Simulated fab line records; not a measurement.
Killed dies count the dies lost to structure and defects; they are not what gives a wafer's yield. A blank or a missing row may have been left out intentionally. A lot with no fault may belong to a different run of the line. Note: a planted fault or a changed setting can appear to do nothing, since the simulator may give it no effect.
Problem report, 8D (eight disciplines) form, completed by code / flow n5_finfet / the parts of the form that need people (team, actions taken, sign-off) are left out

1. WHAT IS WRONG
N5_BEOL_M5_CMP_52, time_to_endpoint_s: mean 36 s over 1 wafer from 1 lot; wafers with no fault: 62 s, standard deviation 3.4. That is -7.6 standard deviations from the usual mean.
The step: polishes, stops on SiCOH lowk, t overpolish 6.9 s, target thk 62 nm.
The first sign was on wafer L196.4 at day 11 15:35, on cmp-02. The record has a number at this step for 34 wafers belonging to 12 lots. Rule for "out", or "out of limits": more than 4 standard deviations from the usual mean. Any other wafer with a number is counted as sound.

2. WHAT IT IS AND WHAT IT IS NOT
question=which readings at this step | is=time_to_endpoint_s | is not=motor_current_A
question=which lots | is=L196 | is not=L187, L188, L189, L190, L191, L192, L194, L195, L206, L207, L209
question=which wafers of those lots | is=L196.4 | is not=L196.3
question=read on which tools | is=cmp-02 | is not=cmp-01, cmp-03
question=when | is=from day 11 15:35 | is not=up to then (25 sound wafers); but 8 sound wafers of L206, L207, L209 came after

3. SUSPECTS, AND WHAT RULES EACH OUT
Counting: a tool at a process step up to the reading stays a suspect if it ran every lot that is out. Sound lots after the first of them don't rule it out here, since some wafers of a struck lot are sound.
- ald_metal-04 at N5_BEOL_M5_ALD_86 (deposits TaN, pulse time 2 s, purge time 3 s, co reactant purge time 2 s): kept. It ran the lot that is out, L196 (day 11 09:56); its last sound lot up to then is L190 (day 10 07:33).
- pvd_sputter-02 at N5_BEOL_M5_ANNEAL_82 (time 1800 s): kept. It ran the lot that is out, L196 (day 11 11:54); its last sound lot up to then is L194 (day 10 15:29).
- pvd_sputter-02 at N5_BEOL_M5_SPUTTER_83 (material Cu, target thk 15 nm, time 27.62 s): kept. It ran the lot that is out, L196 (day 11 12:54); its last sound lot up to then is L194 (day 10 16:29).
- ecd_cu-01 at N5_BEOL_M5_ECD_50 (material Cu, target thk 300 nm): kept. It ran the lot that is out, L196 (day 11 15:13); its last sound lot up to then is L195 (day 11 06:23).
- cmp-02 at N5_BEOL_M5_CMP_52 (polishes, stops on SiCOH lowk, t overpolish 6.9 s, target thk 62 nm): kept. It ran the lot that is out, L196 (day 11 15:35); its last sound lot up to then is L195 (day 11 06:47). Its own time_to_endpoint_s readings are out on those wafers.
- Within ald_metal-04 at N5_BEOL_M5_ALD_86: the wafers that are out ran in chamber 1; their sound lot-mates ran in chamber 3.
- Within cmp-02 at N5_BEOL_M5_CMP_52: the wafers that are out ran in chamber 0; their sound lot-mates ran in chamber 2.
Left after counting: ald_metal-04 at N5_BEOL_M5_ALD_86, pvd_sputter-02 at N5_BEOL_M5_ANNEAL_82, pvd_sputter-02 at N5_BEOL_M5_SPUTTER_83, ecd_cu-01 at N5_BEOL_M5_ECD_50, cmp-02 at N5_BEOL_M5_CMP_52.

4. THE CAUSE (what the simulator had put in)
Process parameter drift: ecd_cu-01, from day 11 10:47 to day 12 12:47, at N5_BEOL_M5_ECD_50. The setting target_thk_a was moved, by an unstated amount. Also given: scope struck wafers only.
Of the 5 suspects that counting leaves, this tool is one.

5. THE CHAIN OF EFFECTS, in route order
Each row: a reading where the mean over the struck wafers with a number is more than 3 standard deviations away from the usual. Only readings for which the record gives a usual standard deviation are gone through. hours: the time from each lot's start at the first step in this table that gives one to its start at this step, as a median over the lots. sigmas: the change in usual standard deviations.
hours=0; step=N5_BEOL_M5_CMP_52; reading=time_to_endpoint_s; usual=62 s; on struck wafers=36; change=-26; sigmas=-7.6
It contains these process steps:
- N5_BEOL_M5_CMP_52: polishes, stops on SiCOH lowk, t overpolish 6.9 s, target thk 62 nm.

6. HOW IT WOULD HAVE BEEN CAUGHT EARLIER
5 hours passed between the start of the fault at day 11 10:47 and the first reading out of limits in this record, taken at day 11 15:35.
By day 11 15:35, every lot that is out (1) had started N5_BEOL_M5_ECD_50 on ecd_cu-01. A hold on the tool at that time would have spared none of them.
